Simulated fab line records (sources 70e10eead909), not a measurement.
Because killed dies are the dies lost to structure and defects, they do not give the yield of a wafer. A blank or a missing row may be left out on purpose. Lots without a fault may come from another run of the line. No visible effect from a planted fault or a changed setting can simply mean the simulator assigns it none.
Chamber matching | flow nand harc | 4 sister chambers for NHARC_A_STAIRCASE_DESCUM_219 on rie diel-12
The step chemistry O2, time 3 s. 20 wafers are shown with their chamber, then 10 later ones without.

EACH WAFER AND ITS CHAMBER
wafer  | chamber | showerhead plenum p Torr (Torr) | rf vpp V (V) | oes product au (a.u.)
L074.3 | 3       | 1.97                            | 57.8         | 0.998
L074.5 | 1       | 1.85                            | 58.0         | 0.981
L074.6 | 0       | 1.87                            | 57.3         | 0.995
L075.2 | 2       | 1.96                            | 58.8         | 0.992
L075.4 | 0       | 1.87                            | 57.3         | 0.989
L075.5 | 0       | 1.87                            | 57.2         | 0.991
L078.2 | 0       | 1.87                            | 57.8         | 0.992
L078.3 | 1       | 1.85                            | 59.2         | 0.991
L078.4 | 3       | 1.96                            | 58.1         | 1.008
L079.1 | 0       | 1.87                            | 56.6         | 0.995
L079.3 | 1       | 1.85                            | 58.0         | 0.998
L079.4 | 2       | 1.96                            | 59.6         | 1.004
L081.3 | 3       | 1.96                            | 59.0         | 1.001
L081.5 | 1       | 1.84                            | 58.5         | 0.991
L081.6 | 0       | 1.87                            | 58.5         | 1.008
L083.1 | 0       | 1.86                            | 58.2         | 1.007
L083.2 | 2       | 1.96                            | 57.1         | 0.992
L083.5 | 3       | 1.96                            | 57.8         | 0.982
L083.3 | 3       | 1.96                            | 57.4         | 0.983
L083.4 | 1       | 1.84                            | 59.6         | 0.979

SIGNATURES (averages over the wafers above)
reading                  | chamber 0 | chamber 1 | chamber 2 | chamber 3 | scatter within a chamber
showerhead plenum p Torr | 1.8686    | 1.8460    | 1.9600    | 1.9620    | 0.00423
rf vpp V                 | 57.557    | 58.660    | 58.500    | 58.020    | 0.763
oes product au           | 0.99671   | 0.98800   | 0.99600   | 0.99440   | 0.00874
Rule: distance of a wafer from a chamber = root of the sum over the readings of ((wafer's reading minus chamber's mean) / reading's scatter) squared. The wafer belongs to the nearest chamber; if the next one is less than 2 further off, it can't be placed. How the scatter is found: for the shown wafers, subtract from each reading the mean of its chamber, square and add these, divide the total by (wafers less chambers), then take the root.

WAFERS WITHOUT THEIR CHAMBER
wafer  | showerhead plenum p Torr (Torr) | rf vpp V (V) | oes product au (a.u.)
L083.6 | 1.96                            | 58.9         | 0.981
L084.1 | 1.84                            | 59.1         | 0.974
L084.2 | 1.86                            | 58.9         | 0.998
L084.6 | 1.84                            | 59.1         | 0.970
L093.2 | 1.95                            | 57.9         | 1.008
L093.4 | 1.95                            | 56.7         | 0.987
L093.5 | 1.83                            | 57.9         | 0.996
L095.3 | 1.83                            | 55.3         | 0.989
L095.4 | 1.85                            | 56.0         | 1.008
L095.6 | 1.83                            | 57.4         | 0.988

EACH ONE'S CHAMBER
wafer  | from the rows above     | in truth
L083.6 | can't be placed: 2 or 3 | 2
L084.1 | 1                       | 1
L084.2 | can't be placed: 0 or 1 | 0
L084.6 | 1                       | 1
L093.2 | can't be placed: 2 or 3 | 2
L093.4 | can't be placed: 3 or 2 | 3
L093.5 | 1                       | 1
L095.3 | 1                       | 1
L095.4 | can't be placed: 1 or 0 | 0
L095.6 | 1                       | 1
Correctly placed: 5 of 10. Not placeable from these rows: 5 (in 5, the candidates include the true chamber). Wrongly placed: 0.
